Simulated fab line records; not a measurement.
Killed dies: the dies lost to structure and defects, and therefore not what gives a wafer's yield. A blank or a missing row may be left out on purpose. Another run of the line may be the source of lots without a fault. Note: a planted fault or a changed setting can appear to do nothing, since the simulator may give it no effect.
One fault through the eyes of 3 desks | flow n5_finfet | only its own numbers are on each desk; what lay behind them is given at the end

== FOR THE TOOL OWNER'S DESK: rie_diel-02 ==
The tool's own readings at N5_MOL_CONTACT_COAG_ETCH_110 (etches Si in CF4/O2, target depth 2.5 nm, time 8 s): means of the sampled wafers that have a number, for each lot that ran on this tool. The brackets show how far a lot's mean lies from the usual mean; more than 4 standard deviations puts the lot out of limits, marked OUT.
Columns: A = O2_flow_sccm at N5_MOL_CONTACT_COAG_ETCH_110, usual 10.00 sccm; B = drypump_motor_current_A at N5_MOL_CONTACT_COAG_ETCH_110, usual 5.8 A; C = oes_product_au at N5_MOL_CONTACT_COAG_ETCH_110, usual 0.76 a.u.; D = rf_vpp_V at N5_MOL_CONTACT_COAG_ETCH_110, usual 128 V; E = showerhead_plenum_p_Torr at N5_MOL_CONTACT_COAG_ETCH_110, usual 2.22 Torr; F = throttle_valve_pct at N5_MOL_CONTACT_COAG_ETCH_110, usual 10.87 %
lot  | first seen here | A     | B   | C    | D   | E    | F
L322 | day 5 07:56     | 10.02 | 5.7 | 0.86 | 126 | 2.23 | 10.77
L336 | day 8 21:49     | 10.00 | 5.7 | 0.86 | 126 | 2.17 | 10.80
L340 | day 9 17:47     | 10.02 | 5.8 | 0.91 | 130 | 2.14 | 10.69
This desk's finding: nothing out of limits on any of the 3 lots.

== METROLOGY DESK ==
What the gauges read for every lot (on any tool): the sampled wafers with a number, averaged. The brackets show how far a lot's mean lies from the usual mean; more than 4 standard deviations puts the lot out of limits, marked OUT. 7 of its 12 readings are shown, namely those furthest out on some lot.
Columns: A = DIBL_N at N5_BEOL_M4_RC_MEAS_101, usual 36.0 mV/V; B = DIBL_P at N5_BEOL_M4_RC_MEAS_101, usual 36.2 mV/V; C = IOFF_N at N5_BEOL_M4_RC_MEAS_101, usual 0.16 nA/um; D = ION_N at N5_BEOL_M4_RC_MEAS_101, usual 671 uA/um; E = SS_P at N5_BEOL_M4_RC_MEAS_101, usual 73.4 mV/dec; F = VT_N at N5_BEOL_M4_RC_MEAS_101, usual 251 mV; G = VT_P at N5_BEOL_M4_RC_MEAS_101, usual -250 mV
lot  | first seen here | A    | B    | C    | D   | E    | F   | G
L322 | day 5 07:32     | 37.4 | 36.9 | 0.20 | 679 | 73.9 | 247 | -247
L325 | day 5 23:38     | 37.1 | 37.5 | 0.17 | 685 | 73.6 | 248 | -250
L331 | day 7 13:05     | 35.1 | 34.2 | 0.13 | 663 | 72.3 | 253 | -254
L336 | day 8 21:25     | 36.9 | 37.5 | 0.18 | 691 | 73.3 | 248 | -251
L340 | day 9 17:04     | 32.0 | 31.2 | 0.09 | 644 | 71.8 | 257 | -254
L343 | day 10 14:05    | 33.1 | 32.9 | 0.10 | 653 | 72.7 | 258 | -259
This desk's finding: nothing out of limits on any of the 6 lots.

== THE DEFECT DESK ==
Per lot, the means of the sampled wafers with a number show what the inspections along the route counted. The brackets show how far a lot's mean lies from the usual mean; more than 4 standard deviations puts the lot out of limits, marked OUT.
Columns: A = raw_defect_count at N5_MOL_CONTACT_COAG_INSPECT_10, usual 75
lot  | first seen here | A
L322 | day 5 07:38     | 95
L325 | day 5 23:44     | 71
L331 | day 7 13:11     | 53
L336 | day 8 21:29     | 86
L340 | day 9 17:09     | 46
L343 | day 10 14:10    | 40
This desk's finding: nothing out of limits on any of the 6 lots.

== PUT TOGETHER ==
The desk of the tool owner found nothing out of limits.
From the metrology desk's view, nothing was out of limits.
Nothing the defect desk looked at was out of limits.

== WHAT HAD BEEN PUT IN BY THE SIMULATOR ==
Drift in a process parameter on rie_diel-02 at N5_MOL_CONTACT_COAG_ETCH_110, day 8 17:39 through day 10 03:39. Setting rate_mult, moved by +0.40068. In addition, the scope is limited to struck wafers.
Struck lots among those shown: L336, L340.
